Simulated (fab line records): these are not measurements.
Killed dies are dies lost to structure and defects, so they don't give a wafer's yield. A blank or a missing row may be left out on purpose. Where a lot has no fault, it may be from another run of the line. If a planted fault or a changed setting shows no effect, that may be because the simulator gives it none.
Problem report, 8D (eight disciplines) form, completed by code ; flow nand_harc ; the parts of the form that need people (team, actions taken, sign-off) are left out

== 1. WHAT IS WRONG ==
sort_bin_3_pct at NHARC_END_SORT_01 reads a mean of 5.25 % on 2 wafers of 2 lots; wafers without a fault read 0.28 % with a standard deviation of 0.25. That is +20 standard deviations from the usual mean.
First observed at day 23 21:36: wafer L366.1, on prober-01. The record has a number at this step for 16 wafers belonging to 6 lots. The rule behind "out" and "out of limits": a value lying over 4 standard deviations away from the usual mean. The rest of the wafers with a number are treated as sound.

== 2. WHAT THIS IS AND IS NOT ==
question;is;is not
which readings at this step;sort_bin_3_pct, defect_limited_yield, killed_at_array, killed_dies, sort_bin_2_pct, sort_n_pass, sort_yield_pct;killed_at_other, killed_at_periphery, killed_open, killed_short
which lots;L366, L369;L363, L365, L367, L373
which wafers of those lots;L366.1, L369.2;L366.3, L366.6, L369.3, L369.4
read on which gauges;prober-01, prober-02;-
when;from day 23 21:36;"up to then (4 sound wafers); but 10 sound wafers of L366, L367, L369, L373 came after"

== 3. WHAT RULES OUT EACH SUSPECT ==
Counting: a tool at a process step up to the reading stays a suspect if it ran every lot that is out. Sound lots after the first of them don't rule it out here, since some wafers of a struck lot are sound.
- ruled out: the gauge at NHARC_END_SORT_01. Those wafers that are out were read across 2 gauges (prober-01, prober-02).
- rie_diel-02 at NHARC_A_M1_ETCH_15 (etches the open film in C4F8/Ar, target depth 182.5 nm, time 91.2 s): kept. It ran every lot that is out, first L366 (day 22 10:08); its last sound lot up to then is L365 (day 21 19:45).
- In rie_diel-02 at NHARC_A_M1_ETCH_15, the wafers that are out were processed in chamber 1 and their sound lot-mates in chambers 0, 2.
The count leaves rie_diel-02 at NHARC_A_M1_ETCH_15.

== 4. THE CAUSE (what the simulator had put in) ==
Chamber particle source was rie_diel-02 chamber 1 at NHARC_A_M1_ETCH_15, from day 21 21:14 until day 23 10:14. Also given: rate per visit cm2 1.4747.
The count eliminated every tool but this one.

== 5. SEQUENCE OF EFFECTS, ordered by route ==
One row per reading whose mean, taken over the struck wafers that have a number, lies over 3 standard deviations from the usual. Scope: only readings with a usual standard deviation given in the record; hours: median across lots of the time from each lot's start at the first step in this table that gives one to its start at this step; sigmas: change in usual standard deviations.
hours;step;reading;usual;on struck wafers;change;sigmas
0;NHARC_END_SORT_01;defect_limited_yield;95.6 %;81.9;-13.7;-8.1
0;NHARC_END_SORT_01;killed_at_array;27;119;+92;+8.4
0;NHARC_END_SORT_01;killed_dies;30;122;+92;+8.4
0;NHARC_END_SORT_01;sort_bin_2_pct;1.4 %;6.7;+5.2;+7.7
0;NHARC_END_SORT_01;sort_bin_3_pct;0.28 %;5.25;+4.96;+20
0;NHARC_END_SORT_01;sort_bin_4_pct;2.8 %;6.2;+3.4;+3.1
0;NHARC_END_SORT_01;sort_n_pass;647;554;-92;-8.4
0;NHARC_END_SORT_01;sort_rim_yield_pct;95.4 %;84.4;-11.0;-4.1
0;NHARC_END_SORT_01;sort_yield_pct;95.6 %;81.9;-13.7;-8.1

== 6. WHAT WOULD HAVE CAUGHT IT SOONER ==
In this record the first reading out of limits at a measuring or inspecting step was taken at day 23 21:36, 48 hours after the fault began at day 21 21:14.
No tool reading at NHARC_A_M1_ETCH_15 that has a usual standard deviation in the record was out on any struck wafer, so an alarm limit of 4 standard deviations on those readings would not have fired.
By day 23 21:36 the whole set of lots that are out, 2 in number, had already begun NHARC_A_M1_ETCH_15 on rie_diel-02. Holding the tool at that point would not have protected any of them.
